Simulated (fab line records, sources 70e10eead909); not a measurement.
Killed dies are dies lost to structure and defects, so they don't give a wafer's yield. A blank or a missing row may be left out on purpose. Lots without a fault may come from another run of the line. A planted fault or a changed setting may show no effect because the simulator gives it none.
Which tool did it? | flow nand_harc | 24 lots, 72 wafers sampled, at 6 steps of a route of 1159

WHAT THE GAUGES READ, wafer by wafer
NHARC_A_SLIT_CD_MEAS_09: target cd 300 nm.
lot  | measured     | on        | cd_nm (nm)
L074 | day 14 16:33 | cd_sem-02 | 300.3 300.6 300.0
L075 | day 14 16:23 | cd_sem-01 | 300.7 300.7 300.7
L076 | day 14 21:41 | cd_sem-01 | 300.1 299.1 299.7
L077 | day 15 03:55 | cd_sem-02 | 300.4 301.1 301.0
L078 | day 15 10:10 | cd_sem-03 | 300.7 300.6 300.7
L081 | day 16 03:43 | cd_sem-03 | 299.1 298.7 299.7
L080 | day 16 05:00 | cd_sem-01 | 300.1 298.6 299.9
L084 | day 16 13:22 | cd_sem-02 | 301.5 301.0 301.4
L079 | day 16 15:11 | cd_sem-02 | 300.9 300.6 300.7
L083 | day 16 14:42 | cd_sem-03 | 300.0 299.6 299.0
L082 | day 16 13:13 | cd_sem-03 | 300.4 300.1 300.3
L088 | day 17 00:17 | cd_sem-01 | 300.4 300.0 300.7
L086 | day 16 23:56 | cd_sem-01 | 300.5 300.4 300.7
L087 | day 17 10:27 | cd_sem-03 | 301.3 300.8 300.9
L085 | day 17 11:05 | cd_sem-03 | 300.5 300.6 300.4
L089 | day 18 02:17 | cd_sem-01 | 300.4 300.6 300.6
L091 | day 18 09:42 | cd_sem-02 | 300.4 300.7 300.7
L090 | day 18 08:06 | cd_sem-03 | 301.6 300.5 301.6
L092 | day 18 14:22 | cd_sem-03 | 299.1 298.6 299.3
L093 | day 18 19:07 | cd_sem-02 | 300.1 300.6 299.3
L094 | day 19 00:19 | cd_sem-01 | 300.1 300.5 300.6
L095 | day 19 01:14 | cd_sem-03 | 299.6 299.5 299.7
L096 | day 19 19:08 | cd_sem-01 | 300.4 300.5 300.9
L097 | day 20 16:36 | cd_sem-03 | 300.2 300.3 300.1

WHICH TOOL RAN EACH LOT (tool, then ch and the chambers of the sampled wafers, then the start)
lot  | NHARC_A_STAIRCASE_DEP_322       | NHARC_A_STAIRCASE_ETCH_444         | NHARC_A_STAIRCASE_STRIP_475                   | NHARC_A_SGD_CUT_DESCUM_14          | NHARC_A_SGD_CUT_ETCH_16
L074 | pecvd-02 ch 0,1,2, day 13 05:40 | rie_diel-04 ch 0,2,3, day 13 22:42 | rie_diel-08 ch 0,1,3, day 14 02:40            | rie_diel-06 ch 1,2,3, day 14 04:23 | rie_diel-06 ch 0,2,3, day 14 16:33 or earlier
L075 | pecvd-01 ch 1,2, day 13 05:43   | rie_diel-04 ch 0,1,2, day 13 23:57 | rie_diel-13 ch 1,3, day 14 05:43 or earlier   | rie_diel-03 ch 0,2, day 14 05:43   | rie_diel-03 ch 1,3, day 14 16:23 or earlier
L076 | pecvd-04 ch 1,2, day 13 11:20   | rie_diel-13 ch 2,3, day 14 04:20   | rie_diel-08 ch 0,1,3, day 14 08:32            | rie_diel-09 ch 0,1, day 14 10:07   | rie_diel-09 ch 2,3, day 14 21:41 or earlier
L077 | pecvd-04 ch 1,2, day 13 17:58   | rie_diel-13 ch 0,1, day 14 11:18   | rie_diel-13 ch 1,2, day 14 17:20 or earlier   | rie_diel-06 ch 0,2,3, day 14 17:20 | rie_diel-06 ch 0,2, day 15 03:55 or earlier
L078 | pecvd-04 ch 0,1,2, day 14 00:35 | rie_diel-13 ch 0,2,3, day 14 17:08 | rie_diel-13 ch 1,2, day 14 23:31 or earlier   | rie_diel-06 ch 1,2, day 14 23:31   | rie_diel-06 ch 0,2,3, day 15 10:10 or earlier
L081 | pecvd-04 ch 0,1,2, day 14 13:34 | rie_diel-13 ch 0,2, day 15 11:19   | rie_diel-13 ch 1,2, day 15 17:52 or earlier   | rie_diel-03 ch 1,2,3, day 15 17:52 | rie_diel-03 ch 2,3, day 16 03:43 or earlier
L080 | pecvd-02 ch 1,2, day 14 19:32   | rie_diel-04 ch 1,2, day 15 11:26   | rie_diel-08 ch 1,2,3, day 15 18:03 or earlier | rie_diel-06 ch 0,3, day 15 18:03   | rie_diel-06 ch 1,2, day 16 05:00 or earlier
L084 | pecvd-04 ch 0,2, day 14 23:41   | rie_diel-13 ch 1,2, day 15 22:01   | rie_diel-04 ch 0,1, day 16 03:28 or earlier   | rie_diel-06 ch 1,2,3, day 16 03:28 | rie_diel-06 ch 1,2,3, day 16 13:22 or earlier
L079 | pecvd-01 ch 0,1,2, day 14 23:41 | rie_diel-08 ch 0,1,2, day 16 00:25 | rie_diel-08 ch 0,2,3, day 16 06:15 or earlier | rie_diel-09 ch 0,1,2, day 16 06:15 | rie_diel-09 ch 1,2,3, day 16 15:11 or earlier
L083 | pecvd-01 ch 0,1, day 15 00:16   | rie_diel-04 ch 1,2, day 15 22:14   | rie_diel-13 ch 1,2,3, day 16 04:16 or earlier | rie_diel-03 ch 0,1,2, day 16 04:16 | rie_diel-03 ch 0,1,2, day 16 14:42 or earlier
L082 | pecvd-04 ch 0,2, day 15 00:27   | rie_diel-08 ch 1,2, day 15 22:00   | rie_diel-04 ch 0,3, day 16 04:07 or earlier   | rie_diel-03 ch 0,2,3, day 16 04:07 | rie_diel-03 ch 0,2, day 16 13:13 or earlier
L088 | pecvd-02 ch 1,2, day 15 15:41   | rie_diel-08 ch 1,2,3, day 16 09:10 | rie_diel-08 ch 0,1,3, day 16 15:01 or earlier | rie_diel-06 ch 0,2,3, day 16 15:01 | rie_diel-06 ch 0,1,2, day 17 00:17 or earlier
L086 | pecvd-02 ch 1,2, day 15 20:01   | rie_diel-13 ch 1,2,3, day 16 08:52 | rie_diel-04 ch 0,2,3, day 16 14:32 or earlier | rie_diel-09 ch 0,2,3, day 16 14:32 | rie_diel-09 ch 1,2,3, day 16 23:56 or earlier
L087 | pecvd-01 ch 1,2, day 16 02:42   | rie_diel-13 ch 0,1,3, day 16 18:38 | rie_diel-13 ch 1,2,3, day 17 00:26 or earlier | rie_diel-03 ch 0,1,2, day 17 00:26 | rie_diel-03 ch 0,1,3, day 17 10:27 or earlier
L085 | pecvd-04 ch 1,2, day 16 02:42   | rie_diel-04 ch 0,1,2, day 16 19:08 | rie_diel-04 ch 1,3, day 17 00:37 or earlier   | rie_diel-06 ch 0,1,3, day 17 00:37 | rie_diel-06 ch 0,1,2, day 17 11:05 or earlier
L089 | pecvd-04 ch 0,2, day 16 12:56   | rie_diel-08 ch 0,2, day 17 08:33   | rie_diel-13 ch 0,1,3, day 17 14:24 or earlier | rie_diel-06 ch 1,2,3, day 17 14:24 | rie_diel-06 ch 0,2,3, day 18 02:17 or earlier
L091 | pecvd-01 ch 0,1, day 16 19:44   | rie_diel-04 ch 1,2, day 17 15:44   | rie_diel-04 ch 0,1,2, day 17 21:34 or earlier | rie_diel-09 ch 1,2,3, day 17 21:34 | rie_diel-09 ch 0,2,3, day 18 09:42 or earlier
L090 | pecvd-02 ch 0,1,2, day 16 19:56 | rie_diel-08 ch 0,1, day 17 16:00   | rie_diel-13 ch 1,2,3, day 17 21:50 or earlier | rie_diel-03 ch 2,3, day 17 21:50   | rie_diel-03 ch 0,1, day 18 08:06 or earlier
L092 | pecvd-02 ch 0,1,2, day 17 04:58 | rie_diel-04 ch 0,2, day 17 20:50   | rie_diel-08 ch 0,2,3, day 18 01:10            | rie_diel-06 ch 2,3, day 18 02:52   | rie_diel-06 ch 0,1,3, day 18 14:22 or earlier
L093 | pecvd-02 ch 0,1,2, day 17 09:07 | rie_diel-04 ch 1,2,3, day 18 03:04 | rie_diel-13 ch 0,1,2, day 18 08:48 or earlier | rie_diel-09 ch 0,2,3, day 18 08:48 | rie_diel-09 ch 1,2,3, day 18 19:07 or earlier
L094 | pecvd-04 ch 0,1, day 17 16:10   | rie_diel-08 ch 1,2, day 18 07:22   | rie_diel-04 ch 1,2,3, day 18 13:44 or earlier | rie_diel-03 ch 0,1,2, day 18 13:44 | rie_diel-03 ch 0,1,2, day 19 00:19 or earlier
L095 | pecvd-01 ch 0,2, day 17 16:16   | rie_diel-04 ch 0,3, day 18 07:26   | rie_diel-08 ch 1,2,3, day 18 13:10 or earlier | rie_diel-09 ch 0,1,3, day 18 13:10 | rie_diel-09 ch 0,1,3, day 19 01:14 or earlier
L096 | pecvd-01 ch 0,1,2, day 18 09:59 | rie_diel-08 ch 0,1,3, day 19 03:55 | rie_diel-04 ch 1,2,3, day 19 09:53 or earlier | rie_diel-09 ch 0,1,3, day 19 09:53 | rie_diel-09 ch 0,1,2, day 19 19:08 or earlier
L097 | pecvd-02 ch 0,1, day 18 23:58   | rie_diel-13 ch 0,3, day 19 17:59   | rie_diel-04 ch 1,2, day 20 01:26 or earlier   | rie_diel-06 ch 0,2, day 20 01:26   | rie_diel-06 ch 0,2, day 20 16:36 or earlier
- NHARC_A_STAIRCASE_DEP_322: deposits SiO2, target thk 3800 nm.
- NHARC_A_STAIRCASE_ETCH_444: etches the open film in C4F8/O2, target depth 10200 nm, time 3400 s.
- NHARC_A_STAIRCASE_STRIP_475: strips in O2, time 20 s.
- NHARC_A_SGD_CUT_DESCUM_14: chemistry O2, time 3 s.
- NHARC_A_SGD_CUT_ETCH_16: etches the open film in C4F8/O2/Ar, target depth 310.5 nm, time 155.2 s.

WHAT THE TOOLS THEMSELVES READ (means of the sampled wafers that have a number; where no wafer has one, the mark that the record gives instead)
NHARC_A_STAIRCASE_DEP_322.
lot  | tool     | heater_power_w (W)
L074 | pecvd-02 | 692
L075 | pecvd-01 | 789
L076 | pecvd-04 | 693
L077 | pecvd-04 | 705
L078 | pecvd-04 | 650
L081 | pecvd-04 | 688
L080 | pecvd-02 | 544
L084 | pecvd-04 | 684
L079 | pecvd-01 | 711
L083 | pecvd-01 | 681
L082 | pecvd-04 | 641
L088 | pecvd-02 | 558
L086 | pecvd-02 | 675
L087 | pecvd-01 | 795
L085 | pecvd-04 | 709
L089 | pecvd-04 | 623
L091 | pecvd-01 | 650
L090 | pecvd-02 | 647
L092 | pecvd-02 | 684
L093 | pecvd-02 | 687
L094 | pecvd-04 | 676
L095 | pecvd-01 | 706
L096 | pecvd-01 | 768
L097 | pecvd-02 | 700

NHARC_A_STAIRCASE_ETCH_444.
lot  | tool        | oes_product_au (a.u.) | rf_vpp_V (V)
L074 | rie_diel-04 | 0.920                 | 807
L075 | rie_diel-04 | 0.933                 | 809
L076 | rie_diel-13 | 0.946                 | 809
L077 | rie_diel-13 | 0.962                 | 803
L078 | rie_diel-13 | 0.923                 | 805
L081 | rie_diel-13 | 0.927                 | 805
L080 | rie_diel-04 | 0.925                 | 805
L084 | rie_diel-13 | 0.933                 | 806
L079 | rie_diel-08 | 0.922                 | 805
L083 | rie_diel-04 | 0.917                 | 805
L082 | rie_diel-08 | 0.946                 | 807
L088 | rie_diel-08 | 0.946                 | 805
L086 | rie_diel-13 | 0.923                 | 806
L087 | rie_diel-13 | 0.930                 | 803
L085 | rie_diel-04 | 0.918                 | 807
L089 | rie_diel-08 | 0.928                 | 808
L091 | rie_diel-04 | 0.922                 | 809
L090 | rie_diel-08 | 0.940                 | 803
L092 | rie_diel-04 | 0.912                 | 806
L093 | rie_diel-04 | 0.916                 | 808
L094 | rie_diel-08 | 0.935                 | 806
L095 | rie_diel-04 | 0.910                 | 810
L096 | rie_diel-08 | 0.933                 | 804
L097 | rie_diel-13 | 0.919                 | 802

NHARC_A_STAIRCASE_STRIP_475.
lot  | tool        | drypump_motor_current_A (A) | oes_product_au (a.u.) | rf_vpp_V (V) | showerhead_plenum_p_Torr (Torr) | throttle_valve_pct (%)
L074 | rie_diel-08 | 6.1                         | 1.014                 | 58.3         | 3.45                            | 17.044
L075 | rie_diel-13 | 5.3                         | 1.010                 | 57.8         | 3.45                            | 17.039
L076 | rie_diel-08 | 6.1                         | 1.006                 | 57.6         | 3.45                            | 17.026
L077 | rie_diel-13 | 5.4                         | 1.007                 | 58.3         | 3.52                            | 17.040
L078 | rie_diel-13 | 5.4                         | 1.012                 | 58.5         | 3.51                            | 17.037
L081 | rie_diel-13 | 5.4                         | 1.008                 | 58.2         | 3.51                            | 17.041
L080 | rie_diel-08 | 5.9                         | 1.005                 | 57.0         | 3.46                            | 17.045
L084 | rie_diel-04 | 5.7                         | 0.988                 | 57.6         | 3.64                            | 17.029
L079 | rie_diel-08 | 5.9                         | 1.014                 | 58.3         | 3.53                            | 17.032
L083 | rie_diel-13 | 5.5                         | 0.999                 | 57.3         | 3.50                            | 17.044
L082 | rie_diel-04 | 6.1                         | 0.979                 | 58.1         | 3.62                            | 17.036
L088 | rie_diel-08 | 6.1                         | 1.006                 | 57.2         | 3.44                            | 17.037
L086 | rie_diel-04 | 5.9                         | 0.992                 | 57.9         | 3.52                            | 17.033
L087 | rie_diel-13 | 5.5                         | 1.008                 | 56.9         | 3.50                            | 17.042
L085 | rie_diel-04 | 5.9                         | 0.997                 | 57.3         | 3.66                            | 17.038
L089 | rie_diel-13 | 5.4                         | 1.000                 | 57.7         | 3.41                            | 17.035
L091 | rie_diel-04 | 5.7                         | 0.990                 | 57.2         | 3.52                            | 17.045
L090 | rie_diel-13 | 5.5                         | 1.005                 | 58.0         | 3.50                            | 17.025
L092 | rie_diel-08 | 5.9                         | 1.003                 | 58.5         | 3.52                            | 17.042
L093 | rie_diel-13 | 5.4                         | 0.994                 | 57.2         | 3.47                            | 17.038
L094 | rie_diel-04 | 5.7                         | 0.982                 | 58.4         | 3.55                            | 17.040
L095 | rie_diel-08 | 5.9                         | 1.015                 | 57.4         | 3.45                            | 17.042
L096 | rie_diel-04 | 5.7                         | 0.997                 | 58.1         | 3.55                            | 17.042
L097 | rie_diel-04 | 5.5                         | 0.996                 | 57.3         | 3.56                            | 17.032

NHARC_A_SGD_CUT_DESCUM_14.
lot  | tool        | drypump_motor_current_A (A) | oes_product_au (a.u.) | rf_vpp_V (V) | showerhead_plenum_p_Torr (Torr) | throttle_valve_pct (%)
L074 | rie_diel-06 | 5.7                         | 1.003                 | 57.8         | 1.89                            | 11.306
L075 | rie_diel-03 | 5.5                         | 0.998                 | 58.2         | 1.92                            | 11.304
L076 | rie_diel-09 | 5.4                         | 0.996                 | 57.7         | 1.94                            | 11.300
L077 | rie_diel-06 | 5.9                         | 0.992                 | 58.5         | 1.95                            | 11.316
L078 | rie_diel-06 | 5.8                         | 0.989                 | 57.5         | 1.85                            | 11.317
L081 | rie_diel-03 | 5.5                         | 1.003                 | 57.5         | 2.01                            | 11.318
L080 | rie_diel-06 | 5.9                         | 1.000                 | 58.1         | 1.99                            | 11.307
L084 | rie_diel-06 | 5.8                         | 1.005                 | 57.7         | 1.89                            | 11.306
L079 | rie_diel-09 | 5.6                         | 1.003                 | 57.9         | 1.87                            | 11.311
L083 | rie_diel-03 | 5.6                         | 1.005                 | 58.3         | 1.95                            | 11.307
L082 | rie_diel-03 | 5.7                         | 1.010                 | 58.2         | 1.95                            | 11.310
L088 | rie_diel-06 | 5.9                         | 0.999                 | 57.5         | 1.95                            | 11.302
L086 | rie_diel-09 | 5.9                         | 1.004                 | 57.2         | 1.82                            | 11.312
L087 | rie_diel-03 | 5.6                         | 0.996                 | 58.0         | 1.95                            | 11.310
L085 | rie_diel-06 | 6.0                         | 1.003                 | 57.3         | 1.92                            | 11.313
L089 | rie_diel-06 | 5.8                         | 1.006                 | 58.0         | 1.89                            | 11.318
L091 | rie_diel-09 | 5.5                         | 1.005                 | 58.4         | 1.88                            | 11.319
L090 | rie_diel-03 | 5.5                         | 1.002                 | 59.1         | 1.98                            | 11.308
L092 | rie_diel-06 | 5.7                         | 1.003                 | 58.1         | 1.92                            | 11.311
L093 | rie_diel-09 | 5.9                         | 1.003                 | 57.4         | 1.81                            | 11.309
L094 | rie_diel-03 | 5.6                         | 1.010                 | 57.7         | 1.95                            | 11.326
L095 | rie_diel-09 | 5.8                         | 1.003                 | 57.3         | 1.88                            | 11.309
L096 | rie_diel-09 | 5.7                         | 0.994                 | 57.7         | 1.88                            | 11.325
L097 | rie_diel-06 | 6.2                         | 0.981                 | 57.3         | 1.92                            | 11.317

NHARC_A_SGD_CUT_ETCH_16.
lot  | tool        | oes_product_au (a.u.) | rf_vpp_V (V)
L074 | rie_diel-06 | 0.979                 | 725
L075 | rie_diel-03 | 0.968                 | 729
L076 | rie_diel-09 | 0.987                 | 719
L077 | rie_diel-06 | 0.956                 | 722
L078 | rie_diel-06 | 0.977                 | 724
L081 | rie_diel-03 | 0.959                 | 728
L080 | rie_diel-06 | 0.973                 | 720
L084 | rie_diel-06 | 0.987                 | 722
L079 | rie_diel-09 | 0.986                 | 722
L083 | rie_diel-03 | 0.982                 | 724
L082 | rie_diel-03 | 0.979                 | 724
L088 | rie_diel-06 | 0.954                 | 721
L086 | rie_diel-09 | 0.982                 | 721
L087 | rie_diel-03 | 0.979                 | 726
L085 | rie_diel-06 | 0.970                 | 722
L089 | rie_diel-06 | 0.960                 | 725
L091 | rie_diel-09 | 0.985                 | 718
L090 | rie_diel-03 | 0.989                 | 726
L092 | rie_diel-06 | 0.973                 | 724
L093 | rie_diel-09 | 0.989                 | 721
L094 | rie_diel-03 | 0.983                 | 724
L095 | rie_diel-09 | 0.987                 | 721
L096 | rie_diel-09 | 0.962                 | 721
L097 | rie_diel-06 | 0.942                 | 724

THE ANSWER, worked out from the rows above alone
Rule: what is usual is taken from the lots themselves. Put in order of their means at a reading, lots are off if they are a third of the lots or fewer, leave a main group of 4 or more, and stand apart from it by a gap of 3 or more times the standard deviation of the main group's means; of several such gaps the widest counts. A main group whose means are all the same, to the digits that the tables above print for the reading, isn't used. A lot without any number at a reading at which 4 lots or more have one is off too. The other lots that the step has rows for count as sound. The gauges are gone through in route order, then the tools' own readings, and for those a lot's mean is taken as printed above. The first step at which some lot is off is used, and at that step the reading that is off furthest; a lot without a number counts as furthest.
No lot is off at any reading shown: from this, nothing can be told.

WHAT THE SIMULATOR HAD PUT IN
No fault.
